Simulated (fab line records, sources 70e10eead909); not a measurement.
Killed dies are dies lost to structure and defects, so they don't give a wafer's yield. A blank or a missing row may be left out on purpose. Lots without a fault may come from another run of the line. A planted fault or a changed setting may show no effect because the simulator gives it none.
Which tool did it? | flow nand_harc | 12 lots, 36 wafers sampled, at 6 steps of a route of 1302

WHAT THE GAUGES READ, wafer by wafer
NHARC_END_SORT_01.
lot  | measured     | on        | defect_limited_yield (%) | killed_at_array | killed_at_other | killed_at_periphery | killed_dies | killed_open | killed_short
L280 | day 24 10:02 | prober-01 | 92 91 92                 | 51 57 51        | 0 1 0           | 1 0 2               | 52 58 53    | 0 1 1       | 2 2 3
L281 | day 24 18:00 | prober-02 | 94 95 93                 | 36 26 43        | 0 1 0           | 5 5 4               | 41 32 47    | 4 3 3       | 3 2 3
L282 | day 25 03:41 | prober-01 | 94 93 92                 | 35 40 46        | 0 0 0           | 4 6 7               | 39 46 53    | 4 4 2       | 2 1 3
L284 | day 25 14:04 | prober-02 | 86 87 88                 | 96 83 77        | 0 0 0           | 2 3 3               | 98 86 80    | 2 2 3       | 3 2 2
L285 | day 26 17:33 | prober-02 | 88 87 87                 | 77 85 82        | 2 1 1           | 3 0 2               | 82 86 85    | 2 2 4       | 1 2 5
L286 | day 26 15:54 | prober-01 | 96 96 97                 | 24 21 21        | 0 0 0           | 3 4 2               | 27 25 23    | 5 2 2       | 0 2 3
L287 | day 28 01:18 | prober-01 | 89 91 89                 | 70 60 71        | 2 1 1           | 3 1 3               | 75 62 75    | 3 1 3       | 3 1 1
L294 | day 30 08:55 | prober-01 | 93 94 94                 | 46 42 37        | 0 0 0           | 1 1 3               | 47 43 40    | 1 4 2       | 2 1 1
L296 | day 31 14:01 | prober-01 | 87 92 89                 | 82 54 69        | 1 2 1           | 4 1 4               | 87 57 74    | 4 0 4       | 3 2 4
L299 | day 32 06:02 | prober-01 | 88 89 87                 | 78 68 82        | 2 1 1           | 2 3 7               | 82 72 90    | 6 2 8       | 6 2 4
L301 | day 33 05:24 | prober-01 | 94 93 95                 | 33 42 24        | 1 1 5           | 5 6 4               | 39 49 33    | 4 9 4       | 4 5 2
L303 | day 34 02:43 | prober-01 | 93 94 94                 | 45 39 41        | 0 0 1           | 3 3 2               | 48 42 44    | 1 0 2       | 3 2 2

WHICH TOOL RAN EACH LOT (tool, then ch and the chambers of the sampled wafers, then the start)
lot  | NHARC_A_M1_DESCUM_14               | NHARC_A_M1_ECD_22              | NHARC_A_M1_ANNEAL_31             | NHARC_A_M1_CMP_23             | NHARC_A_M1_PRE_CLEAN_32
L280 | rie_diel-09 ch 1,2,3, day 22 23:17 | ecd_cu-02 ch 0,1, day 23 00:39 | rtp_anneal-02 ch 0, day 23 01:02 | cmp-03 ch 0,2,3, day 23 01:23 | pecvd-03 ch 0,1, day 23 01:55
L281 | rie_diel-09 ch 0,1,3, day 23 07:08 | ecd_cu-02 ch 0,1, day 23 08:31 | rtp_anneal-02 ch 0, day 23 09:04 | cmp-04 ch 0,2,3, day 23 09:25 | pecvd-03 ch 0,1, day 23 09:58
L282 | rie_diel-11 ch 0,1,3, day 23 15:35 | ecd_cu-01 ch 0,1, day 23 17:01 | rtp_anneal-01 ch 0, day 23 17:24 | cmp-04 ch 0,2,3, day 23 17:41 | pecvd-01 ch 0,1,2, day 23 18:14
L284 | rie_diel-09 ch 0,3, day 24 05:16   | ecd_cu-02 ch 0,1, day 24 06:41 | rtp_anneal-01 ch 0, day 24 07:14 | cmp-04 ch 0,1,2, day 24 07:34 | pecvd-04 ch 0,1,2, day 24 08:05
L285 | rie_diel-09 ch 0,1, day 25 05:25   | ecd_cu-01 ch 0,1, day 25 06:56 | rtp_anneal-02 ch 0, day 25 07:16 | cmp-04 ch 0,1, day 25 07:31   | pecvd-01 ch 0,1,2, day 25 08:04
L286 | rie_diel-09 ch 0,1, day 25 07:17   | ecd_cu-01 ch 0,1, day 25 08:41 | rtp_anneal-01 ch 0, day 25 09:04 | cmp-04 ch 0,1, day 25 09:25   | pecvd-03 ch 0,2, day 25 09:58
L287 | rie_diel-12 ch 2,3, day 26 03:58   | ecd_cu-01 ch 0,1, day 26 05:26 | rtp_anneal-02 ch 0, day 26 05:50 | cmp-03 ch 2,3, day 26 06:06   | pecvd-04 ch 0,2, day 26 06:37
L294 | rie_diel-09 ch 0,1, day 28 22:36   | ecd_cu-02 ch 0,1, day 29 00:05 | rtp_anneal-02 ch 0, day 29 00:28 | cmp-03 ch 0,2, day 29 00:42   | pecvd-01 ch 0,2, day 29 01:15
L296 | rie_diel-12 ch 0,2,3, day 29 23:51 | ecd_cu-02 ch 0,1, day 30 01:14 | rtp_anneal-02 ch 0, day 30 01:38 | cmp-03 ch 0,1,2, day 30 01:59 | pecvd-03 ch 0,1,2, day 30 02:32
L299 | rie_diel-11 ch 2,3, day 30 18:47   | ecd_cu-01 ch 0,1, day 30 20:13 | rtp_anneal-02 ch 0, day 30 20:36 | cmp-04 ch 1,2, day 30 20:53   | pecvd-03 ch 0,2, day 30 21:26
L301 | rie_diel-09 ch 1,2,3, day 31 11:04 | ecd_cu-01 ch 0,1, day 31 12:35 | rtp_anneal-01 ch 0, day 31 12:58 | cmp-04 ch 0,1, day 31 13:13   | pecvd-01 ch 0,2, day 31 13:46
L303 | rie_diel-12 ch 0,2,3, day 32 14:31 | ecd_cu-01 ch 0,1, day 32 15:56 | rtp_anneal-02 ch 0, day 32 16:19 | cmp-04 ch 0,2,3, day 32 16:37 | pecvd-04 ch 0,1,2, day 32 17:10
- NHARC_A_M1_DESCUM_14: chemistry O2, time 3 s.
- NHARC_A_M1_ECD_22: material Cu, target thk 400 nm.
- NHARC_A_M1_ANNEAL_31: time 90 s.
- NHARC_A_M1_CMP_23: polishes, t overpolish 20 s, target thk 154.34 nm.
- NHARC_A_M1_PRE_CLEAN_32: time 12 s.

WHAT THE TOOLS THEMSELVES READ (means of the sampled wafers that have a number; where no wafer has one, the mark that the record gives instead)
NHARC_A_M1_DESCUM_14.
lot  | tool        | drypump_motor_current_A (A) | oes_product_au (a.u.) | rf_vpp_V (V) | showerhead_plenum_p_Torr (Torr) | throttle_valve_pct (%)
L280 | rie_diel-09 | 6.1                         | 1.021                 | 57.6         | 1.90                            | 11.316
L281 | rie_diel-09 | 5.6                         | 1.004                 | 57.7         | 1.93                            | 11.304
L282 | rie_diel-11 | 5.6                         | 0.998                 | 56.9         | 1.85                            | 11.303
L284 | rie_diel-09 | 5.9                         | 1.008                 | 57.3         | 1.90                            | 11.308
L285 | rie_diel-09 | 5.2                         | 1.001                 | 58.5         | 1.93                            | 11.318
L286 | rie_diel-09 | 5.3                         | 1.003                 | 57.6         | 1.93                            | 11.317
L287 | rie_diel-12 | 6.0                         | 1.002                 | 57.7         | 1.80                            | 11.300
L294 | rie_diel-09 | 5.2                         | 0.986                 | 58.0         | 1.96                            | 11.308
L296 | rie_diel-12 | 5.9                         | 1.000                 | 57.5         | 1.81                            | 11.310
L299 | rie_diel-11 | 5.7                         | 1.015                 | 57.2         | 1.88                            | 11.306
L301 | rie_diel-09 | 6.1                         | 1.003                 | 57.4         | 1.89                            | 11.305
L303 | rie_diel-12 | 5.9                         | 1.003                 | 58.3         | 1.81                            | 11.310

NHARC_A_M1_ANNEAL_31.
lot  | tool          | wafer_temp_C_max
L280 | rtp_anneal-02 | 225.74
L281 | rtp_anneal-02 | 225.97
L282 | rtp_anneal-01 | 225.76
L284 | rtp_anneal-01 | 225.89
L285 | rtp_anneal-02 | 225.79
L286 | rtp_anneal-01 | 226.04
L287 | rtp_anneal-02 | 225.97
L294 | rtp_anneal-02 | 225.87
L296 | rtp_anneal-02 | 225.74
L299 | rtp_anneal-02 | 225.74
L301 | rtp_anneal-01 | 226.11
L303 | rtp_anneal-02 | 225.71

NHARC_A_M1_CMP_23.
lot  | tool   | motor_current_A (A) | time_to_endpoint_s (s)
L280 | cmp-03 | 11.0                | 28
L281 | cmp-04 | 12.7                | 29
L282 | cmp-04 | 12.4                | 29
L284 | cmp-04 | 12.8                | 31
L285 | cmp-04 | 12.4                | 26
L286 | cmp-04 | 12.5                | 28
L287 | cmp-03 | 11.3                | 24
L294 | cmp-03 | 11.1                | 34
L296 | cmp-03 | 11.6                | 37
L299 | cmp-04 | 13.5                | 29
L301 | cmp-04 | 12.1                | 28
L303 | cmp-04 | 12.7                | 27

NHARC_A_M1_PRE_CLEAN_32.
lot  | tool     | heater_power_w (W)
L280 | pecvd-03 | 728
L281 | pecvd-03 | 657
L282 | pecvd-01 | 587
L284 | pecvd-04 | 714
L285 | pecvd-01 | 589
L286 | pecvd-03 | 595
L287 | pecvd-04 | 656
L294 | pecvd-01 | 680
L296 | pecvd-03 | 630
L299 | pecvd-03 | 587
L301 | pecvd-01 | 603
L303 | pecvd-04 | 715

THE ANSWER, worked out from the rows above alone
Rule: what is usual is taken from the lots themselves. Put in order of their means at a reading, lots are off if they are a third of the lots or fewer, leave a main group of 4 or more, and stand apart from it by a gap of 3 or more times the standard deviation of the main group's means; of several such gaps the widest counts. A main group whose means are all the same, to the digits that the tables above print for the reading, isn't used. A lot without any number at a reading at which 4 lots or more have one is off too. The other lots that the step has rows for count as sound. The gauges are gone through in route order, then the tools' own readings, and for those a lot's mean is taken as printed above. The first step at which some lot is off is used, and at that step the reading that is off furthest; a lot without a number counts as furthest.
No lot is off at any reading shown: from this, nothing can be told.

WHAT THE SIMULATOR HAD PUT IN
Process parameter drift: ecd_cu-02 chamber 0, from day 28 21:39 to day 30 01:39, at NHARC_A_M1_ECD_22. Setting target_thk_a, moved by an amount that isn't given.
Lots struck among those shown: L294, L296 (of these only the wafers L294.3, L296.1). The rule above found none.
